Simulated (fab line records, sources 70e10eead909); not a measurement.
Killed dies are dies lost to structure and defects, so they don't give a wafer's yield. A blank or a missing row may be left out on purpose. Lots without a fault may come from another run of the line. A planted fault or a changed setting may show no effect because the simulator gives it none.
fab line records | flow nand_harc
record lots=24 wafers=72 last_day=24
route steps=1159 shown A_CONTACT@896 A_BLC@982
lots that met no fault: from a run of the same line without faults
start_h: hours from the record's first day to the start of the lot's first wafer shown | wait_h: hours since the lot's step before | " the same as in the row above | L1.1+2: a row that stands for several wafers | - no value, or no start given | * or withheld: withheld | < > ~ a bound
route shown NAME@n: a module of which the file shows steps, and the number in the route of the first | usual: mean/standard deviation of fault-free wafers | same: alike in all rows | chamber/n: place in a boat | sites: the reading at each site | _std_site: their standard deviation | _edge_site: outer sites' mean less inner sites' | radius_mm: how far each site lies from the wafer's centre | mask NAME#n: copy n | behind: the tool/chamber that last shaped the wafer | hold: why the lot was held/for how many hours/how that ended | device: the transistor (n, p or np) that didn't switch | end of line: the same wafers' tests at the end of the route | a step without rows: its recipe alone | killed: dies lost to structure and defects at the first sort, not the wafer's yield | map: a wafer's dies, x killed, . not, _ none there
set.NAME: the setting as run; set.NAME@STEP: as run at that earlier step | model.NAME: the simulator's own value behind a step, which no gauge read
steps of the route over a sample of lots; a table a step, a row a wafer
services: from which hour (start_h, from the record's first day; less than 0 if before it) a tool's chamber was out of use, for how many hours, and why
## steps
# step NHARC_A_CONTACT_CD_MEAS_69
# recipe target_cd_nm=200 landing_energy_ev=500
# usual cd_nm=199.9/0.81
# columns lot.wafer tool chamber start_h wait_h cd_nm
L074.1 cd_sem-01 0 369.92 - 200.9
L074.2 " 0 " " 199.6
L074.5 " 0 " " 199.0
L077.3 cd_sem-02 0 381.98 - 200.1
L077.4 " 0 " " 199.8
L077.6 " 0 " " 201.7
L075.2 cd_sem-01 0 382.54 - 200.0
L075.3 " 0 " " 198.7
L075.5 " 0 " " 199.1
L078.2 cd_sem-02 0 397.40 - 199.4
L078.3 " 0 " " 200.6
L078.5 " 0 " " 198.7
L076.2 cd_sem-02 0 399.75 - 200.2
L076.4 " 0 " " 199.4
L076.5 " 0 " " 199.6
L079.2 cd_sem-03 0 412.44 - 200.2
L079.3 " 0 " " 199.6
L079.6 " 0 " " 200.8
L080.2 cd_sem-02 0 414.12 - 200.3
L080.4 " 0 " " 200.3
L080.6 " 0 " " 200.6
L081.1 cd_sem-01 0 418.96 - 199.5
L081.2 " 0 " " 198.9
L081.4 " 0 " " 200.0
L082.1 cd_sem-03 0 428.99 - 199.8
L082.3 " 0 " " 200.8
L082.5 " 0 " " 200.4
L083.1 cd_sem-02 0 429.18 - 200.8
L083.3 " 0 " " 200.8
L083.5 " 0 " " 200.9
L084.1 cd_sem-02 0 433.19 - 199.2
L084.2 " 0 " " 200.5
L084.6 " 0 " " 200.1
L085.1 cd_sem-01 0 438.91 - 199.9
L085.4 " 0 " " 199.4
L085.5 " 0 " " 199.9
L087.2 cd_sem-03 0 444.91 - 200.1
L087.4 " 0 " " 199.6
L087.5 " 0 " " 199.0
L086.1 cd_sem-02 0 451.40 - 200.9
L086.4 " 0 " " 199.7
L086.6 " 0 " " 201.7
L090.1 cd_sem-02 0 466.32 - 199.1
L090.3 " 0 " " 199.0
L090.6 " 0 " " 201.1
L088.2 cd_sem-03 0 469.39 - 199.4
L088.3 " 0 " " 198.9
L088.6 " 0 " " 199.4
L093.1 cd_sem-02 0 469.94 - 200.6
L093.2 " 0 " " 201.2
L093.6 " 0 " " 199.5
L089.1 cd_sem-01 0 474.55 - 199.1
L089.2 " 0 " " 200.6
L089.5 " 0 " " 199.9
L091.1 cd_sem-02 0 476.61 - 201.8
L091.4 " 0 " " 200.8
L091.6 " 0 " " 200.5
L092.1 cd_sem-02 0 482.66 - 199.0
L092.3 " 0 " " 200.3
L092.4 " 0 " " 199.8
L094.1 cd_sem-03 0 498.62 - 200.4
L094.4 " 0 " " 200.1
L094.6 " 0 " " 200.8
L096.2 cd_sem-03 0 500.37 - 198.8
L096.4 " 0 " " 198.4
L096.5 " 0 " " 199.9
L097.2 cd_sem-02 0 502.00 - 200.2
L097.4 " 0 " " 198.5
L097.6 " 0 " " 199.8
L095.1 cd_sem-03 0 513.60 - 199.6
L095.3 " 0 " " 199.9
L095.6 " 0 " " 198.6
# step NHARC_A_CONTACT_ETCH_126
# recipe source_w=withheld pressure_mtorr=20 bias_v=1200 time_s=155 target_depth_a=9560 ar_flow_sccm=withheld c4f8_flow_sccm=withheld o2_flow_sccm=withheld chemistry=C4F8/O2/Ar
# same time_s=155
# columns lot.wafer tool chamber start_h wait_h rf_hours_counter_h
L074.1 har_cap_etch-01 0 371.59 0.1 57
L074.2 " 1 " " 57
L074.5 " 0 " " -
L077.4 har_cap_etch-02 1 383.88 0.2 -
L077.3 " 0 " " -
L077.6 " 1 " " -
L075.2 har_cap_etch-03 1 384.92 0.1 80
L075.3 " 0 " " -
L075.5 " 0 " " -
L078.2 har_cap_etch-02 1 399.26 0.2 13
L078.3 " 1 " " -
L078.5 " 0 " " -
L076.2 har_cap_etch-03 1 403.33 0.1 82
L076.4 " 1 " " -
L076.5 " 1 " " -
L079.2 har_cap_etch-03 0 414.16 0.1 85
L079.3 " 0 " " -
L079.6 " 0 " " -
L080.2 har_cap_etch-01 1 415.79 0.1 66
L080.4 " 1 " " -
L080.6 " 0 " " -
L081.2 har_cap_etch-02 0 420.66 0.1 16
L081.1 " 1 " " 16
L081.4 " 0 " " -
L082.1 har_cap_etch-01 1 430.77 0.1 69
L082.3 " 0 " " -
L082.5 " 0 " " -
L083.1 har_cap_etch-03 0 430.82 0.1 88
L083.3 " 0 " " -
L083.5 " 0 " " -
L084.1 har_cap_etch-01 1 434.85 0.1 70
L084.2 " 0 " " 70
L084.6 " 1 " " -
L085.1 har_cap_etch-03 0 440.59 0.1 90
L085.4 " 0 " " -
L085.5 " 0 " " -
L087.2 har_cap_etch-02 0 446.60 0.1 22
L087.4 " 0 " " -
L087.5 " 1 " " -
L086.1 har_cap_etch-01 0 453.05 0.1 74
L086.4 " 1 " " -
L086.6 " 0 " " -
L090.1 har_cap_etch-01 1 468.03 0.1 76
L090.3 " 1 " " -
L090.6 " 0 " " -
L088.2 har_cap_etch-01 1 471.08 0.1 77
L088.3 " 0 " " -
L088.6 " 1 " " -
L093.2 har_cap_etch-02 1 471.91 0.2 26
L093.1 " 0 " " 26
L093.6 " 1 " " -
L089.1 har_cap_etch-01 0 476.20 0.1 78
L089.2 " 1 " " 78
L089.5 " 0 " " -
L091.1 har_cap_etch-03 0 478.29 0.1 97
L091.4 " 0 " " -
L091.6 " 0 " " -
L092.1 har_cap_etch-03 1 484.33 0.1 98
L092.4 " 0 " " -
L092.3 " 1 " " -
L094.1 har_cap_etch-03 1 500.40 0.1 101
L094.4 " 1 " " -
L094.6 " 1 " " -
L096.2 har_cap_etch-02 0 502.04 0.1 32
L096.4 " 1 " " -
L096.5 " 0 " " -
L097.2 har_cap_etch-01 0 503.85 0.1 83
L097.4 " 0 " " -
L097.6 " 1 " " -
L095.1 har_cap_etch-02 1 515.28 0.1 34
L095.3 " 0 " " -
L095.6 " 1 " " -
# step NHARC_A_CONTACT_ETCH_132
# recipe source_w=withheld pressure_mtorr=20 bias_v=1200 time_s=156 target_depth_a=9580 ar_flow_sccm=withheld c4f8_flow_sccm=withheld o2_flow_sccm=withheld chemistry=C4F8/O2/Ar
# same time_s=156
# columns lot.wafer tool chamber start_h wait_h rf_hours_counter_h
L074.1 har_cap_etch-01 0 372.45 0.1 58
L074.2 " 1 " " 58
L074.5 " 0 " " -
L077.4 har_cap_etch-02 1 385.02 0.2 -
L077.3 " 0 " " -
L077.6 " 1 " " -
L075.2 har_cap_etch-03 1 385.77 0.1 81
L075.3 " 0 " " -
L075.5 " 0 " " -
L078.2 har_cap_etch-02 1 400.40 0.2 14
L078.3 " 1 " " -
L078.5 " 0 " " -
L076.2 har_cap_etch-03 1 404.18 0.1 83
L076.4 " 1 " " -
L076.5 " 1 " " -
L079.2 har_cap_etch-03 0 415.01 0.1 85
L079.3 " 0 " " -
L079.6 " 0 " " -
L080.2 har_cap_etch-01 1 416.64 0.1 67
L080.4 " 1 " " -
L080.6 " 0 " " -
L081.2 har_cap_etch-02 0 421.50 0.1 17
L081.1 " 1 " " 17
L081.4 " 0 " " -
L082.1 har_cap_etch-01 1 431.62 0.1 69
L082.3 " 0 " " -
L082.5 " 0 " " -
L083.1 har_cap_etch-03 0 431.68 0.1 89
L083.3 " 0 " " -
L083.5 " 0 " " -
L084.1 har_cap_etch-01 1 435.69 0.1 71
L084.2 " 0 " " 71
L084.6 " 1 " " -
L085.1 har_cap_etch-03 0 441.44 0.1 91
L085.4 " 0 " " -
L085.5 " 0 " " -
L087.2 har_cap_etch-02 0 447.45 0.1 23
L087.4 " 0 " " -
L087.5 " 1 " " -
L086.1 har_cap_etch-01 0 453.90 0.1 74
L086.4 " 1 " " -
L086.6 " 0 " " -
L090.1 har_cap_etch-01 1 468.89 0.1 76
L090.3 " 1 " " -
L090.6 " 0 " " -
L088.2 har_cap_etch-01 1 471.93 0.1 78
L088.3 " 0 " " -
L088.6 " 1 " " -
L093.2 har_cap_etch-02 1 472.85 0.1 27
L093.1 " 0 " " 27
L093.6 " 1 " " -
L089.1 har_cap_etch-01 0 477.06 0.1 79
L089.2 " 1 " " 79
L089.5 " 0 " " -
L091.1 har_cap_etch-03 0 479.14 0.1 98
L091.4 " 0 " " -
L091.6 " 0 " " -
L092.1 har_cap_etch-03 1 485.18 0.1 99
L092.4 " 0 " " -
L092.3 " 1 " " -
L094.1 har_cap_etch-03 1 501.25 0.1 102
L094.4 " 1 " " -
L094.6 " 1 " " -
L096.2 har_cap_etch-02 0 502.89 0.1 32
L096.4 " 1 " " -
L096.5 " 0 " " -
L097.2 har_cap_etch-01 0 504.70 0.1 84
L097.4 " 0 " " -
L097.6 " 1 " " -
L095.1 har_cap_etch-02 1 516.12 0.1 35
L095.3 " 0 " " -
L095.6 " 1 " " -
# step NHARC_A_CONTACT_ETCH_106
# recipe target_depth_a=600 overetch_a=60 time_s=33 ion_energy_ev=100 cf4_flow_sccm=80 o2_flow_sccm=20 ar_flow_sccm=0 rf_w=300 bias_w=100 chemistry=CF4/O2
# usual drypump_motor_current_A=6.0/0.39 oes_product_au=1.001/0.013 rf_vpp_V=197.7/1.6 showerhead_plenum_p_Torr=1.33/0.069 throttle_valve_pct=13.397/0.0081
# same time_s=33
# columns lot.wafer tool chamber start_h wait_h drypump_motor_current_A oes_product_au rf_hours_counter_h rf_vpp_V showerhead_plenum_p_Torr throttle_valve_pct
L074.2 rie_diel-03 3 373.70 0.1 6.7 0.984 30 197.8 1.29 13.411
L074.1 " 1 " " 6.0 1.005 28 195.0 1.25 13.402
L074.5 " 3 " " 6.7 0.981 - 197.3 1.29 13.390
L077.3 rie_diel-03 0 386.70 0.1 5.9 0.995 32 197.2 1.32 13.386
L077.4 " 1 " " 6.0 1.008 33 196.2 1.25 13.402
L077.6 " 0 " " 5.9 1.002 - 198.7 1.32 13.406
L075.3 rie_diel-03 2 387.16 0.1 5.6 1.001 35 198.5 1.40 13.398
L075.2 " 0 " " 5.9 1.005 32 196.8 1.32 13.393
L075.5 " 2 " " 5.6 1.000 - 199.0 1.40 13.398
L078.3 rie_diel-03 1 401.81 0.0 6.0 0.990 0 195.3 1.25 13.389
L078.2 " 0 " " 5.9 1.004 0 196.6 1.32 13.409
L078.5 " 1 " " 6.0 0.994 - 197.5 1.25 13.384
L076.4 rie_diel-03 1 405.53 0.1 6.0 0.994 1 196.9 1.25 13.397
L076.2 " 0 " " 5.9 1.007 1 197.5 1.32 13.388
L076.5 " 2 " " 5.5 0.988 - 199.7 1.40 13.392
L079.3 rie_diel-03 3 416.24 0.1 6.7 1.000 2 196.7 1.29 13.398
L079.2 " 1 " " 6.0 1.006 3 195.9 1.25 13.401
L079.6 " 2 " " 5.5 0.996 - 199.9 1.40 13.402
L080.2 rie_diel-11 2 417.88 0.1 6.1 0.999 13 198.1 1.43 13.391
L080.4 " 1 " " 5.7 1.009 12 199.9 1.42 13.401
L080.6 " 3 " " 6.6 1.008 - 194.5 1.24 13.403
L081.4 rie_diel-03 2 423.11 0.1 5.6 0.990 3 200.6 1.40 13.394
L081.2 " 3 " " 6.7 0.994 4 197.6 1.29 13.385
L081.1 " 0 " " 5.9 1.010 4 198.3 1.32 13.390
L082.3 rie_diel-03 1 432.92 0.1 6.0 1.006 7 195.2 1.25 13.388
L082.1 " 2 " " 5.6 0.999 6 199.0 1.40 13.388
L082.5 " 1 " " 6.0 0.997 - 198.2 1.25 13.406
L083.3 rie_diel-12 3 432.97 0.1 5.6 0.993 16 198.9 1.37 13.410
L083.1 " 1 " " 5.9 0.988 14 199.9 1.43 13.397
L083.5 " 2 " " 5.3 1.010 - 195.2 1.25 13.395
L084.1 rie_diel-03 2 437.02 0.1 5.6 0.985 6 198.5 1.40 13.401
L084.2 " 1 " " 6.1 1.005 8 195.9 1.25 13.391
L084.6 " 3 " " 6.7 0.995 - 196.3 1.29 13.403
L085.4 rie_diel-11 1 444.27 0.1 5.7 1.029 23 200.4 1.41 13.402
L085.1 " 3 " " 6.6 1.026 24 196.2 1.24 13.403
L085.5 " 2 " " 6.1 1.007 - 198.2 1.42 13.393
L087.2 rie_diel-03 3 448.64 0.1 6.6 0.995 8 196.8 1.29 13.399
L087.4 " 1 " " 6.1 1.000 10 197.6 1.25 13.379
L087.5 " 0 " " 5.9 0.990 - 196.9 1.32 13.408
L086.1 rie_diel-03 2 455.12 0.1 5.5 1.008 8 199.3 1.40 13.399
L086.4 " 3 " " 6.7 1.019 9 198.2 1.29 13.387
L086.6 " 1 " " 6.0 1.003 - 195.7 1.24 13.407
L090.1 rie_diel-11 3 470.17 0.1 6.7 1.008 34 197.2 1.24 13.392
L090.3 " 0 " " 5.8 0.977 35 196.4 1.26 13.381
L090.6 " 0 " " 5.8 0.986 - 197.3 1.26 13.387
L088.3 rie_diel-03 2 473.14 0.1 5.5 0.996 12 198.8 1.40 13.407
L088.2 " 3 " " 6.6 0.999 12 196.2 1.29 13.402
L088.6 " 0 " " 5.9 0.998 - 197.6 1.32 13.399
L093.2 rie_diel-03 1 474.07 0.1 6.0 0.996 14 195.5 1.24 13.404
L093.1 " 0 " " 5.9 1.007 15 199.1 1.32 13.401
L093.6 " 2 " " 5.6 0.994 - 198.2 1.40 13.423
L089.2 rie_diel-12 0 478.29 0.1 6.1 1.004 31 198.7 1.37 13.396
L089.1 " 2 " " 5.4 1.004 34 194.5 1.25 13.399
L089.5 " 0 " " 6.1 1.009 - 197.9 1.37 13.400
L091.4 rie_diel-12 2 480.35 0.1 5.4 0.994 34 195.4 1.25 13.412
L091.1 " 0 " " 6.1 1.002 31 199.2 1.37 13.405
L091.6 " 3 " " 5.5 0.998 - 198.6 1.36 13.407
L092.1 rie_diel-11 1 486.37 0.1 5.7 1.023 39 200.6 1.41 13.394
L092.4 " 3 " " 6.6 1.021 41 196.2 1.24 13.398
L092.3 " 0 " " 5.8 0.985 40 194.8 1.26 13.387
L094.1 rie_diel-11 0 502.68 0.1 5.8 0.981 44 195.5 1.26 13.400
L094.4 " 2 " " 6.1 1.002 42 198.8 1.42 13.409
L094.6 " 0 " " 5.7 0.973 - 195.5 1.26 13.384
L096.2 rie_diel-11 1 504.09 0.1 5.7 1.036 43 199.5 1.41 13.396
L096.4 " 2 " " 6.1 1.009 42 200.4 1.42 13.384
L096.5 " 1 " " 5.7 1.032 - 200.3 1.41 13.393
L097.4 rie_diel-03 1 505.92 0.1 6.0 1.008 20 196.5 1.24 13.398
L097.2 " 2 " " 5.6 0.985 17 200.9 1.40 13.391
L097.6 " 1 " " 6.0 0.995 - 195.8 1.24 13.394
L095.1 rie_diel-11 3 517.32 0.1 6.6 1.007 48 195.3 1.24 13.399
L095.3 " 0 " " 5.8 0.982 47 196.7 1.25 13.396
L095.6 " 2 " " 6.1 1.010 - 198.9 1.42 13.380
# step NHARC_A_CONTACT_ETCH_98
# recipe target_depth_a=200 over_etch_frac=0.5 time_s=10 ion_energy_ev=250 c4f6_flow_sccm=25 o2_flow_sccm=20 ar_flow_sccm=500 rf_w=600 bias_w=500 chemistry=C4F6/O2
# usual drypump_motor_current_A=5.9/0.38 oes_product_au=0.962/0.023 rf_vpp_V=547/4.1 showerhead_plenum_p_Torr=3.91/0.19 throttle_valve_pct=26.903/0.009
# same over_etch_frac=0.5 time_s=10
# columns lot.wafer tool chamber start_h wait_h drypump_motor_current_A oes_product_au rf_hours_counter_h rf_vpp_V showerhead_plenum_p_Torr throttle_valve_pct
L074.2 rie_diel-03 3 - - 6.7 0.939 32 545 3.81 26.897
L074.1 " 0 " " 5.9 0.952 30 547 3.89 26.894
L074.5 " 2 " " 5.6 0.963 - 551 4.11 26.908
L077.4 rie_diel-11 3 - - 6.7 1.012 6 544 3.68 26.898
L077.3 " 1 " " 5.7 1.010 4 552 4.15 26.907
L077.6 " 3 " " 6.7 0.996 - 542 3.68 26.907
L075.3 rie_diel-12 0 - - 6.1 0.942 2 549 4.05 26.913
L075.2 " 2 " " 5.3 0.970 2 544 3.71 26.906
L075.5 " 0 " " 6.1 0.945 - 550 4.05 26.909
L078.3 rie_diel-03 0 - - 5.9 0.947 1 549 3.89 26.899
L078.2 " 2 " " 5.6 0.955 1 550 4.10 26.914
L078.5 " 1 " " 6.0 0.954 - 543 3.68 26.900
L076.2 rie_diel-12 2 412.33 0.2 5.4 0.987 10 541 3.71 26.887
L076.4 " 2 " " 5.4 0.978 - 543 3.71 26.895
L076.5 " 2 " " 5.3 0.986 - 544 3.71 26.890
L079.2 rie_diel-11 1 - - 5.7 1.014 14 552 4.14 26.920
L079.3 " 2 " " 6.1 1.007 15 552 4.17 26.897
L079.6 " 1 " " 5.7 1.019 - 553 4.14 26.897
L080.2 rie_diel-11 0 - - 5.8 0.952 16 543 3.72 26.896
L080.4 " 2 " " 6.1 0.960 16 553 4.17 26.918
L080.6 " 3 " " 6.6 0.971 - 543 3.68 26.900
L081.2 rie_diel-11 1 - - 5.7 0.983 16 551 4.14 26.903
L081.4 " 2 " " 6.1 0.977 17 553 4.17 26.912
L081.1 " 0 " " 5.8 0.954 17 542 3.72 26.913
L082.1 rie_diel-12 2 - - 5.4 0.944 17 541 3.70 26.903
L082.3 " 3 " " 5.5 0.948 18 550 4.01 26.894
L082.5 " 1 " " 6.0 0.936 - 552 4.18 26.906
L083.3 rie_diel-03 3 - - 6.7 1.008 7 544 3.81 26.890
L083.1 " 0 " " 5.9 1.001 9 545 3.88 26.881
L083.5 " 2 " " 5.6 0.993 - 551 4.10 26.909
L084.2 rie_diel-03 2 - - 5.5 0.929 7 550 4.10 26.898
L084.1 " 0 " " 5.9 0.930 9 546 3.88 26.890
L084.6 " 2 " " 5.5 0.945 - 550 4.10 26.916
L085.4 rie_diel-03 3 - - 6.7 0.942 9 545 3.81 26.914
L085.1 " 0 " " 5.9 0.948 11 546 3.88 26.897
L085.5 " 2 " " 5.6 0.933 - 550 4.10 26.911
L087.2 rie_diel-12 0 - - 6.1 0.969 24 548 4.03 26.896
L087.4 " 2 " " 5.4 0.968 25 542 3.70 26.905
L087.5 " 1 " " 6.0 0.949 - 552 4.18 26.895
L086.1 rie_diel-03 3 - - 6.7 0.947 9 545 3.80 26.898
L086.4 " 0 " " 5.9 0.930 12 546 3.88 26.897
L086.6 " 3 " " 6.7 0.944 - 544 3.80 26.909
L090.3 rie_diel-03 1 - - 6.1 0.953 15 542 3.67 26.903
L090.1 " 2 " " 5.6 0.934 12 550 4.10 26.904
L090.6 " 0 " " 6.0 0.957 - 546 3.88 26.883
L088.3 rie_diel-12 2 - - 5.4 0.957 34 541 3.69 26.897
L088.2 " 1 " " 5.9 0.955 30 551 4.17 26.901
L088.6 " 3 " " 5.6 0.954 - 548 4.00 26.906
L093.1 rie_diel-12 3 - - 5.6 1.009 33 549 4.00 26.881
L093.2 " 0 " " 6.1 1.011 31 550 4.03 26.908
L093.6 " 2 " " 5.3 1.001 - 541 3.69 26.899
L089.1 rie_diel-03 1 - - 6.0 0.962 17 541 3.67 26.901
L089.2 " 3 " " 6.7 0.947 14 543 3.80 26.894
L089.5 " 0 " " 5.9 0.945 - 547 3.88 26.900
L091.1 rie_diel-03 0 488.46 0.1 5.9 0.957 17 546 3.88 26.901
L091.6 " 0 " " 5.9 0.961 - 547 3.88 26.911
L091.4 " 2 " " 5.6 0.950 - 551 4.10 26.912
L092.4 rie_diel-12 2 - - 5.3 0.960 38 544 3.69 26.909
L092.3 " 3 " " 5.6 0.970 36 549 4.00 26.905
L092.1 " 0 " " 6.1 0.948 35 548 4.03 26.910
L094.1 rie_diel-11 0 509.80 0.1 5.8 0.953 46 542 3.70 26.892
L094.6 " 3 " " 6.6 0.981 - 540 3.66 26.889
L094.4 " 0 " " 5.7 0.949 - 544 3.70 26.907
L096.2 rie_diel-11 3 510.16 0.1 6.6 0.962 46 541 3.66 26.898
L096.5 " 0 " " 5.7 0.929 - 541 3.70 26.907
L096.4 " 3 " " 6.6 0.962 - 542 3.66 26.892
L097.2 rie_diel-12 2 511.50 0.1 5.4 0.953 41 543 3.69 26.906
L097.6 " 1 " " 5.9 0.949 - 552 4.17 26.892
L097.4 " 2 " " 5.4 0.943 - 542 3.69 26.892
L095.1 rie_diel-11 2 - - 6.1 0.977 45 550 4.16 26.904
L095.3 " 0 " " 5.7 0.934 49 541 3.70 26.909
L095.6 " 2 " " 6.1 0.972 - 552 4.16 26.898
# step NHARC_A_BLC_STRIP_29
# recipe cf4_flow_sccm=150 ar_flow_sccm=0 bias_w=0 chemistry=CF4
# usual drypump_motor_current_A=5.8/0.58 oes_product_au=1.003/0.013 rf_vpp_V=59.4/0.77 showerhead_plenum_p_Torr=1.78/0.063 throttle_valve_pct=13.285/0.0096
# columns lot.wafer tool chamber start_h wait_h drypump_motor_current_A oes_product_au rf_hours_counter_h rf_vpp_V showerhead_plenum_p_Torr throttle_valve_pct
L074.1 rie_diel-02 2 390.69 0.1 6.2 0.992 5 59.5 1.86 13.276
L074.2 " 3 " " 6.6 1.009 4 59.5 1.81 13.284
L074.5 " 0 " " 5.0 1.015 - 58.2 1.67 13.295
L075.3 rie_diel-05 2 407.30 0.1 6.1 0.989 24 60.7 1.68 13.277
L075.2 " 3 " " 6.5 1.007 24 60.4 1.90 13.279
L075.5 " 2 " " 6.2 0.981 - 58.4 1.68 13.267
L077.4 rie_diel-08 2 407.56 0.1 6.3 1.005 11 58.2 1.71 13.283
L077.3 " 3 " " 6.3 1.001 11 59.5 1.84 13.283
L077.6 " 3 " " 6.3 1.001 - 59.2 1.84 13.302
L078.3 rie_diel-08 0 416.29 0.1 5.9 0.997 12 60.2 1.82 13.273
L078.2 " 3 " " 6.2 0.998 12 59.2 1.84 13.282
L078.5 " 2 " " 6.3 1.003 - 59.6 1.71 13.296
L076.2 rie_diel-08 2 417.47 0.1 6.3 0.994 11 59.2 1.71 13.293
L076.4 " 2 " " 6.3 0.990 - 60.5 1.71 13.282
L076.5 " 3 " " 6.3 0.999 - 58.7 1.84 13.282
L079.3 rie_diel-02 0 431.59 0.1 5.0 1.016 9 58.8 1.67 13.293
L079.2 " 1 " " 5.2 1.030 10 58.7 1.83 13.301
L079.6 " 3 " " 6.6 0.987 - 59.8 1.81 13.286
L080.2 rie_diel-08 1 432.27 0.1 5.1 1.027 13 58.7 1.75 13.283
L080.4 " 3 " " 6.3 1.012 14 60.5 1.84 13.288
L080.6 " 1 " " 5.1 1.016 - 60.2 1.75 13.273
L081.4 rie_diel-08 0 443.44 0.1 5.9 0.992 16 60.9 1.82 13.289
L081.1 " 2 " " 6.3 1.003 14 59.1 1.71 13.282
L081.2 " 3 " " 6.2 1.025 15 60.1 1.84 13.280
L082.3 rie_diel-08 2 444.63 0.1 6.3 1.008 15 60.8 1.71 13.276
L082.1 " 3 " " 6.2 1.022 16 59.6 1.84 13.278
L082.5 " 1 " " 5.1 1.011 - 59.3 1.75 13.281
L083.1 rie_diel-08 1 445.42 0.1 5.1 1.012 14 59.8 1.75 13.282
L083.3 " 2 " " 6.3 0.989 15 59.1 1.71 13.288
L083.5 " 1 " " 5.1 1.003 - 59.4 1.75 13.277
L084.2 rie_diel-02 3 448.01 0.1 6.6 0.997 11 59.1 1.81 13.290
L084.1 " 1 " " 5.2 1.024 12 60.4 1.83 13.290
L084.6 " 1 " " 5.2 1.020 - 60.2 1.83 13.285
L085.1 rie_diel-02 3 457.74 0.1 6.6 0.995 13 58.8 1.81 13.278
L085.4 " 2 " " 6.2 0.988 - 59.1 1.86 13.287
L085.5 " 3 " " 6.6 0.991 - 58.2 1.81 13.282
L087.4 rie_diel-08 0 463.21 0.1 5.9 0.997 17 59.4 1.82 13.296
L087.2 " 2 " " 6.3 1.007 17 60.6 1.71 13.268
L087.5 " 1 " " 5.1 1.012 - 59.6 1.75 13.276
L086.1 rie_diel-08 0 467.35 0.1 5.9 0.995 18 59.1 1.82 13.290
L086.4 " 2 " " 6.3 1.001 17 60.0 1.71 13.270
L086.6 " 0 " " 5.9 0.988 - 59.8 1.82 13.274
L090.3 rie_diel-02 1 479.98 0.1 5.2 1.024 16 59.4 1.83 13.294
L090.1 " 2 " " 6.2 0.974 14 60.0 1.86 13.295
L090.6 " 1 " " 5.2 1.016 - 59.2 1.83 13.304
L088.3 rie_diel-02 2 487.27 0.1 6.2 0.974 14 59.3 1.86 13.298
L088.2 " 3 " " 6.6 0.979 17 59.5 1.81 13.292
L088.6 " 0 " " 5.0 1.012 - 59.5 1.67 13.289
L093.2 rie_diel-08 0 488.60 0.1 5.9 0.979 0 60.3 1.82 13.276
L093.1 " 1 " " 5.1 1.002 0 59.1 1.75 13.255
L093.6 " 0 " " 5.9 0.986 - 57.7 1.82 13.295
L089.2 rie_diel-02 0 493.45 0.1 5.0 1.020 16 58.4 1.67 13.272
L089.1 " 3 " " 6.6 0.985 17 59.4 1.81 13.277
L089.5 " 1 " " 5.2 1.014 - 59.4 1.83 13.287
L091.1 rie_diel-02 2 499.03 0.1 6.2 0.976 16 59.4 1.86 13.299
L091.4 " 3 " " 6.6 0.987 18 60.2 1.81 13.282
L091.6 " 1 " " 5.2 1.023 - 59.4 1.83 13.295
L092.1 rie_diel-08 2 505.50 0.1 6.3 1.009 1 58.8 1.71 13.295
L092.3 " 0 " " 5.9 0.993 2 60.4 1.82 13.282
L092.4 " 1 " " 5.1 1.028 1 59.7 1.74 13.274
L094.4 rie_diel-02 0 513.99 0.1 5.0 1.031 0 58.5 1.67 13.274
L094.1 " 1 " " 5.2 1.001 0 59.9 1.83 13.298
L094.6 " 0 " " 5.0 1.015 - 58.9 1.67 13.291
L096.4 rie_diel-02 3 514.96 0.1 6.6 0.990 0 59.3 1.80 13.302
L096.2 " 0 " " 5.0 1.025 0 58.6 1.67 13.260
L096.5 " 2 " " 6.2 0.984 - 58.6 1.86 13.287
L097.2 rie_diel-02 3 517.99 0.1 6.6 0.983 0 59.2 1.81 13.273
L097.4 " 2 " " 6.2 0.999 0 59.5 1.86 13.299
L097.6 " 0 " " 5.0 1.019 - 58.4 1.67 13.288
L095.1 rie_diel-08 0 526.74 0.1 5.9 0.991 5 59.7 1.81 13.281
L095.3 " 1 " " 5.1 1.002 3 60.0 1.74 13.282
L095.6 " 0 " " 5.9 1.001 - 58.4 1.81 13.286
## services
# columns tool chamber start_h hours kind
rie_diel-11 - 366.55 9.0 pm
rie_diel-03 0 371.53 - clean
rie_diel-03 1 371.53 - clean
rie_diel-03 2 371.53 - clean
rie_diel-05 0 372.58 1.2 repair
rie_diel-12 - 379.53 9.0 pm
rie_diel-11 1 383.84 2.7 repair
rie_diel-03 - 392.30 9.0 pm
rie_diel-12 0 411.76 5.7 repair
rie_diel-08 1 414.05 10.7 repair
rie_diel-02 2 442.18 7.8 repair
rie_diel-08 0 447.31 7.7 repair
rie_diel-02 0 454.67 3.7 repair
har_cap_etch-01 - 460.12 0.6 repair
rie_diel-11 2 465.19 1.2 repair
rie_diel-02 0 473.74 8.5 repair
rie_diel-08 - 478.80 9.0 pm
rie_diel-03 3 487.54 6.7 repair
rie_diel-02 - 504.88 9.0 pm
rie_diel-11 2 507.23 4.9 repair
rie_diel-12 3 510.43 4.7 repair
rie_diel-08 1 516.01 2.6 repair
rie_diel-03 3 517.52 6.5 repair
rie_diel-05 - 517.77 9.0 pm
## key
fault none
